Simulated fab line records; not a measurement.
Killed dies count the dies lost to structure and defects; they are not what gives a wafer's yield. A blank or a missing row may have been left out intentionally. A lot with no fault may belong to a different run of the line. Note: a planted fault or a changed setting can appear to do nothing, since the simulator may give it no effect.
The tool behind it: which one? ; flow n5Finfet ; 11 lots with 33 wafers sampled at 5 steps, on a route of 1938 steps

== WHAT THE GAUGES READ, wafer by wafer ==
No reading from a measuring or inspecting step in the record can be judged against a usual standard deviation.

== TOOL THAT RAN EACH LOT (tool first, then ch and the chambers of the sampled wafers, then the start) ==
lot;N5_HKMG_FIN_DESCUM_53;N5_HKMG_FIN_DESCUM_17;N5_HKMG_FIN_ALD_91;N5_HKMG_FIN_ETCHBACK_68;N5_PASSIVATION_PROBE_49
L129;rieDiel-02 ch 1,2,3, day 4 17:23;rieDiel-02 ch 0,2,3, day 4 20:44;aldMetal-03 ch 0,1,2, day 4 21:43;rieMetal-01 ch 0,1, day 4 23:22;-
L132;rieDiel-02 ch 0,2, day 5 11:19;rieDiel-03 ch 0,1,2, day 5 14:52;aldMetal-03 ch 0,1,3, day 5 15:51;rieMetal-02 ch 0, day 5 17:41;-
L133;rieDiel-06 ch 0,1,2, day 5 17:14;rieDiel-06 ch 0,2,3, day 5 20:58;aldMetal-04 ch 0,1,2, day 5 21:57;rieMetal-03 ch 0,1, day 5 23:39;-
L134;rieDiel-02 ch 2,3, day 5 21:34;rieDiel-02 ch 0,1, day 6 01:11;aldMetal-01 ch 0,2,3, day 6 02:11;rieMetal-03 ch 0,1, day 6 03:49;prober-02, day 14 17:08
L135;rieDiel-03 ch 0,2, day 6 04:02;rieDiel-03 ch 1,3, day 6 07:23;aldMetal-03 ch 0,1, day 6 08:22;rieMetal-01 ch 0,1, day 6 10:00;-
L136;rieDiel-06 ch 0,1, day 6 13:05;rieDiel-02 ch 1,2, day 6 16:41;aldMetal-03 ch 1,2, day 6 17:40;rieMetal-01 ch 0, day 6 19:27;prober-01, day 15 03:04
L137;rieDiel-03 ch 0,1,3, day 6 17:12;rieDiel-02 ch 0,2,3, day 6 20:40;aldMetal-01 ch 0,2,3, day 6 21:39;rieMetal-02 ch 0,1, day 6 23:17;-
L139;rieDiel-02 ch 0,2,3, day 7 08:23;rieDiel-03 ch 1,2,3, day 7 11:42;aldMetal-01 ch 1,2,3, day 7 12:41;rieMetal-03 ch 0,1, day 7 14:22;-
L140;rieDiel-02 ch 0,1,3, day 7 10:50;rieDiel-03 ch 0,1,3, day 7 14:29;aldMetal-01 ch 1,2,3, day 7 15:28;rieMetal-02 ch 0,1, day 7 17:13;prober-02, day 16 02:28
L143;rieDiel-02 ch 0,1,3, day 8 04:40;rieDiel-06 ch 1,3, day 8 08:02;aldMetal-04 ch 0,1,2, day 8 09:01;rieMetal-03 ch 0,1, day 8 10:38;-
L148;rieDiel-02 ch 1,2, day 9 11:25;rieDiel-02 ch 0,3, day 9 14:50;aldMetal-04 ch 0,1,3, day 9 15:49;rieMetal-03 ch 0,1, day 9 17:27;-
- N5_HKMG_FIN_DESCUM_53: chemistry O2, time 7.9 s.
- N5_HKMG_FIN_DESCUM_17: chemistry O2, time 7.9 s.
- N5_HKMG_FIN_ALD_91: deposits TiN, target thk 1 nm, pulse time 1 s, purge time 3 s.
- N5_HKMG_FIN_ETCHBACK_68: etches the open film in Cl2/Ar, stops on HfO2, target depth 0.5 nm.
- N5_PASSIVATION_PROBE_49

== AS READ BY THE TOOLS THEMSELVES (means over the sampled wafers that have a number; for cases with no such wafer, the mark the record gives instead) ==
N5_HKMG_FIN_DESCUM_53.
lot;tool;drypumpMotorCurrentA (A);oesProductAu (a.u.);rfVppV (V);showerheadPlenumPTorr (Torr);throttleValvePct (%)
L129;rieDiel-02;5.60;0.74;244.6;2.10;20.55
L132;rieDiel-02;5.45;0.72;242.8;2.07;20.27
L133;rieDiel-06;5.83;0.74;243.0;2.08;20.65
L134;rieDiel-02;5.50;0.74;242.8;2.07;20.65
L135;rieDiel-03;5.73;0.77;242.1;2.02;20.27
L136;rieDiel-06;5.56;0.75;243.5;2.12;20.69
L137;rieDiel-03;5.58;0.80;244.3;2.14;20.39
L139;rieDiel-02;5.52;0.72;243.6;2.07;20.52
L140;rieDiel-02;5.67;0.72;243.9;2.11;20.64
L143;rieDiel-02;5.68;0.71;243.1;2.10;20.66
L148;rieDiel-02;5.72;0.71;244.0;2.12;20.55

N5_HKMG_FIN_DESCUM_17.
lot;tool;drypumpMotorCurrentA (A);oesProductAu (a.u.);rfVppV (V);showerheadPlenumPTorr (Torr);throttleValvePct (%)
L129;rieDiel-02;5.5;0.74;243.3;2.08;20.47
L132;rieDiel-03;5.7;0.74;243.2;2.08;20.31
L133;rieDiel-06;5.8;0.74;242.1;2.05;20.44
L134;rieDiel-02;5.7;0.71;243.3;2.12;20.47
L135;rieDiel-03;5.5;0.77;244.2;2.20;20.40
L136;rieDiel-02;5.7;0.73;243.9;2.13;20.50
L137;rieDiel-02;5.5;0.72;242.2;2.07;20.49
L139;rieDiel-03;5.8;0.76;243.8;2.16;20.36
L140;rieDiel-03;5.6;0.79;244.1;2.13;20.39
L143;rieDiel-06;5.3;0.74;242.2;2.05;20.62
L148;rieDiel-02;5.6;0.69;243.4;2.08;20.59

N5_HKMG_FIN_ALD_91.
lot;tool;heaterPowerW (W);precursorPulseHeightRel
L129;aldMetal-03;797;0.986
L132;aldMetal-03;885;1.009
L133;aldMetal-04;915;1.010
L134;aldMetal-01;891;0.985
L135;aldMetal-03;848;0.998
L136;aldMetal-03;728;0.992
L137;aldMetal-01;883;0.987
L139;aldMetal-01;841;0.995
L140;aldMetal-01;860;0.995
L143;aldMetal-04;916;1.007
L148;aldMetal-04;909;1.001

N5_HKMG_FIN_ETCHBACK_68.
lot;tool;biasW (W);drypumpMotorCurrentA (A);mfcArSccm (sccm);oesProductAu (a.u.);throttleValvePct (%)
L129;rieMetal-01;59.92;6.2;60.06;0.60;21.0
L132;rieMetal-02;60.20;5.9;59.79;0.97;20.1
L133;rieMetal-03;60.24;5.6;60.22;0.66;20.8
L134;rieMetal-03;59.98;5.6;60.02;0.66;20.8
L135;rieMetal-01;60.10;5.9;60.11;0.58;21.1
L136;rieMetal-01;60.17;6.5;60.04;0.61;20.9
L137;rieMetal-02;60.07;5.6;59.94;0.71;20.8
L139;rieMetal-03;59.97;5.7;60.14;0.61;20.8
L140;rieMetal-02;60.09;5.7;60.17;0.81;20.5
L143;rieMetal-03;59.94;5.6;60.11;0.65;20.8
L148;rieMetal-03;60.19;5.7;59.98;0.61;20.8

N5_PASSIVATION_PROBE_49.
lot;tool;killed_at_M0_to_M3;killed_at_M4_up;killedAtContacts;killedAtFrontEnd;killedAtOther;killedDies;killedOpen;killedShort
L134;prober-02;27;14;7;39;3.7;92;63;27
L136;prober-01;34;9;10;57;3.0;113;64;46
L140;prober-02;30;11;9;42;1.0;93;46;37

== THE ANSWER, worked out from the rows above alone ==
Rule: what is usual is taken from the lots themselves. The widest of any qualifying gaps counts: lots, ordered by their means at a reading, are off when they make up no more than a third of the lots, leave a main group of 4 or more, and stand apart from it by 3 or more times the standard deviation of that group's means. Not used: any main group whose means are identical at the precision the tables above print for the reading. Also off: a lot with no number at a reading for which 4 or more lots have one. The other lots that the step has rows for count as sound. First the gauges in route order, then the tools' own readings, where a lot's mean is used as printed above. At the first step where some lot is off, the reading lying furthest off is the one used; lots without a number count as furthest.
None of the lots is off at any reading shown; this tells nothing.

== WHAT HAD BEEN PUT IN BY THE SIMULATOR ==
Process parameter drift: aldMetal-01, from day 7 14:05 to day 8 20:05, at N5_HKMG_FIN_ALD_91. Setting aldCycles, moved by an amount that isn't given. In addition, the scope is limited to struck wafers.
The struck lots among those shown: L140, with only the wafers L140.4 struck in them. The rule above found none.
